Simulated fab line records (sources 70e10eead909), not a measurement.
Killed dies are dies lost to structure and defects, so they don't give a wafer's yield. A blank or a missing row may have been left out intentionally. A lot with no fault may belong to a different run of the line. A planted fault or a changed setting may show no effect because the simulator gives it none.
Matching of chambers || flow nand_harc || ald_hk-01 running NHARC_A_WL_FILL_ALD_10: 4 sister chambers
The step deposits SiO2, target thk 50 nm, pulse time 10 s, ald cycles 500. 16 wafers are shown with their chamber, then 8 later ones without.

EACH WAFER AND ITS CHAMBER
{"wafer": "L074.3", "chamber": 2, "heater_power_w (W)": 483, "precursor_pulse_height_rel": 0.961}
{"wafer": "L074.4", "chamber": 3, "heater_power_w (W)": 468, "precursor_pulse_height_rel": 0.969}
{"wafer": "L074.6", "chamber": 3, "heater_power_w (W)": 456, "precursor_pulse_height_rel": 0.964}
{"wafer": "L076.2", "chamber": 2, "heater_power_w (W)": 500, "precursor_pulse_height_rel": 0.991}
{"wafer": "L076.3", "chamber": 0, "heater_power_w (W)": 474, "precursor_pulse_height_rel": 0.989}
{"wafer": "L076.6", "chamber": 2, "heater_power_w (W)": 507, "precursor_pulse_height_rel": 0.947}
{"wafer": "L077.1", "chamber": 1, "heater_power_w (W)": 388, "precursor_pulse_height_rel": 1.012}
{"wafer": "L077.4", "chamber": 0, "heater_power_w (W)": 469, "precursor_pulse_height_rel": 0.992}
{"wafer": "L077.6", "chamber": 2, "heater_power_w (W)": 490, "precursor_pulse_height_rel": 1.007}
{"wafer": "L082.2", "chamber": 3, "heater_power_w (W)": 460, "precursor_pulse_height_rel": 1.032}
{"wafer": "L082.4", "chamber": 2, "heater_power_w (W)": 484, "precursor_pulse_height_rel": 0.989}
{"wafer": "L082.1", "chamber": 1, "heater_power_w (W)": 391, "precursor_pulse_height_rel": 0.990}
{"wafer": "L089.4", "chamber": 0, "heater_power_w (W)": 468, "precursor_pulse_height_rel": 1.032}
{"wafer": "L089.6", "chamber": 1, "heater_power_w (W)": 380, "precursor_pulse_height_rel": 0.978}
{"wafer": "L089.5", "chamber": 2, "heater_power_w (W)": 505, "precursor_pulse_height_rel": 0.983}
{"wafer": "L093.2", "chamber": 3, "heater_power_w (W)": 425, "precursor_pulse_height_rel": 0.987}

SIGNATURES, as means of the wafers listed above
{"reading": "heater_power_w", "chamber 0": 470.33, "chamber 1": 386.33, "chamber 2": 494.83, "chamber 3": 452.25, "scatter within a chamber": 11.9}
{"reading": "precursor_pulse_height_rel", "chamber 0": 1.00433, "chamber 1": 0.99333, "chamber 2": 0.97967, "chamber 3": 0.98800, "scatter within a chamber": 0.0242}
Rule: for each reading, subtract the chamber's mean from the wafer's reading, divide by that reading's scatter and square the result; add these up over the readings and take the root, which gives the wafer's distance from the chamber. The wafer belongs to the nearest chamber; if the next one is less than 2 further off, it can't be placed. The scatter: take each reading less its chamber's mean, square it, sum over the shown wafers, divide by the number of wafers less the number of chambers, and take the root.

WAFERS WHOSE CHAMBER IS MISSING
{"wafer": "L093.5", "heater_power_w (W)": 384, "precursor_pulse_height_rel": 0.986}
{"wafer": "L093.6", "heater_power_w (W)": 486, "precursor_pulse_height_rel": 0.999}
{"wafer": "L094.1", "heater_power_w (W)": 455, "precursor_pulse_height_rel": 0.977}
{"wafer": "L094.2", "heater_power_w (W)": 434, "precursor_pulse_height_rel": 1.042}
{"wafer": "L094.4", "heater_power_w (W)": 494, "precursor_pulse_height_rel": 1.035}
{"wafer": "L097.4", "heater_power_w (W)": 458, "precursor_pulse_height_rel": 1.010}
{"wafer": "L097.5", "heater_power_w (W)": 466, "precursor_pulse_height_rel": 1.025}
{"wafer": "L097.6", "heater_power_w (W)": 426, "precursor_pulse_height_rel": 0.972}

EACH ONE'S CHAMBER
{"wafer": "L093.5", "from the rows above": 1, "in truth": 1}
{"wafer": "L093.6", "from the rows above": "can't be placed: 2 or 0 or 3", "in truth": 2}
{"wafer": "L094.1", "from the rows above": "can't be placed: 3 or 0", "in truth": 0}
{"wafer": "L094.2", "from the rows above": "can't be placed: 3 or 0 or 1", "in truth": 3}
{"wafer": "L094.4", "from the rows above": "can't be placed: 2 or 0 or 3", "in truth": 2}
{"wafer": "L097.4", "from the rows above": "can't be placed: 3 or 0", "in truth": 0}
{"wafer": "L097.5", "from the rows above": "can't be placed: 0 or 3", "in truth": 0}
{"wafer": "L097.6", "from the rows above": "can't be placed: 3 or 1 or 0", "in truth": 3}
Placed correctly: 1 of 8. Unplaceable from these rows: 7, with the true chamber sitting among the candidates in 7. 0 placed wrongly.
